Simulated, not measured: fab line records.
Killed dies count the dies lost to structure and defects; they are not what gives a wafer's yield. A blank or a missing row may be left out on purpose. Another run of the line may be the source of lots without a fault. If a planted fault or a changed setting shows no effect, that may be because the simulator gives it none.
Struck lot and sound lot, side by side -- flow nandHarc -- 15 steps out of a route of 1159
Sound: these wafers, L989.1, L989.2, L989.5. Wafers struck: L105.1, L105.2, L105.5. The cause is given at the end.
Each step with rows lists, per side, the tool, then ch with its chambers, then its first start. Under that, the readings that differ: sound wafers -- struck wafers -- difference of the means -- sigmas: that difference in standard deviations of wafers without a fault.
alike: readings with means less than 2 such deviations apart, plus words and numbers identical on both sides. not compared: withheld readings, readings lacking a value on some wafer, bounds such as >300 that could conceal the same value, and numbers that have no deviation in the record and whose values overlap.
The two part at a step that has a row with sigmas, a row that says differs or no value, or rows on one side only. Numbers that don't overlap but have no deviation are shown without sigmas and don't part them. Lack of a reading on every wafer of one side parts them only where that side has two or more wafers.

first, 6 steps without rows for these wafers: NHARC_P_ZERO_WELL_COAT_05 (resist thk 600 nm); NHARC_P_ZERO_WELL_SOFTBAKE_06 (time 70 s); NHARC_P_ZERO_WELL_EBR_07; NHARC_P_ZERO_WELL_EXPOSE_08 (exposes mask P ZERO, target cd 500 nm); NHARC_P_ZERO_WELL_PEB_09 (peb time 80 s); NHARC_P_ZERO_WELL_DEVELOP_10 (time 50 s).
NHARC_P_ZERO_WELL_CD_MEAS_11 targets a cd of 500 nm.
  sound on cdSem-03 ch 0, day 2 07:14; struck on cdSem-03 ch 0, day 6 07:07
  alike: cdNm
then, 1 step without rows for these wafers: NHARC_P_ZERO_WELL_HARDBAKE_12 (time 65 s).
NHARC_P_ZERO_WELL_DESCUM_13: chemistry O2, time 3 s.
  sound on rieDiel-04 ch 1,3, day 2 07:24; struck on rieDiel-04 ch 0,2, day 6 07:17
  alike: drypumpMotorCurrentA, oesProductAu, rfVppV, showerheadPlenumPTorr, throttleValvePct
  not compared: rfHoursCounterH
NHARC_P_ZERO_WELL_ETCH_65: etches the open film in N2/H2, target depth 80 nm, overetch 24 nm, time 87.88 s.
  sound on rieDiel-04 ch 1,2, day 2 07:29; struck on rieDiel-04 ch 0,2, day 6 07:23
  alike: drypumpMotorCurrentA, oesProductAu, rfVppV, showerheadPlenumPTorr, throttleValvePct
  not compared: rfHoursCounterH
NHARC_P_ZERO_WELL_ETCH_62: etches the open film in CHF3/Ar, target depth 13 nm, time 6.5 s.
  sound: rieDiel-04 ch 2,3; struck: rieDiel-04 ch 0,2
  alike: drypumpMotorCurrentA, oesProductAu, rfVppV, showerheadPlenumPTorr, throttleValvePct
  not compared: rfHoursCounterH
NHARC_P_ZERO_WELL_ETCH_63: etches the open film in HBr/Cl2, target depth 120 nm, time 40.1 s.
  sound on rieSi-01 ch 2,3, day 2 07:39; struck on rieSi-06 ch 0,1,3, day 6 07:36
  alike: drypumpMotorCurrentA, oesProductAu, throttleValvePct
  not compared: rfHoursCounterH
NHARC_P_ZERO_WELL_STRIP_15: strips in SPM, time 900 s.
  sound on wetBench-05 ch 2,4,6, day 2 07:49; struck on wetBench-07 ch 0,4,7, day 6 07:44
  no value came back on the struck wafers for bathGuardTempC (C), bathHeatDutyPct (%); on the sound wafers bathGuardTempC (C) reads 130.9 130.6 129.4
then, 1 step without rows for these wafers: NHARC_P_ZERO_WELL_DEHYDRATE_16 (time 120 s).
-- jump in the record: it breaks off in module P_ZERO_WELL and resumes in module END (first step shown: number 1159 of the route), and 17 days separate the struck wafers' starts before and after --
NHARC_END_SORT_01:
  sound on prober-01 ch 0, day 19 10:14; struck on prober-01 ch 0, day 23 16:22
  alike: killedAtArray, killedAtOther, killedAtPeriphery, killedDies, killedOpen, killedShort

## WHERE THEY PART
Only at NHARC_P_ZERO_WELL_STRIP_15, within this record. Later steps at which nothing parts them and some readings are alike: NHARC_END_SORT_01.

WHY: whatever the simulator had introduced
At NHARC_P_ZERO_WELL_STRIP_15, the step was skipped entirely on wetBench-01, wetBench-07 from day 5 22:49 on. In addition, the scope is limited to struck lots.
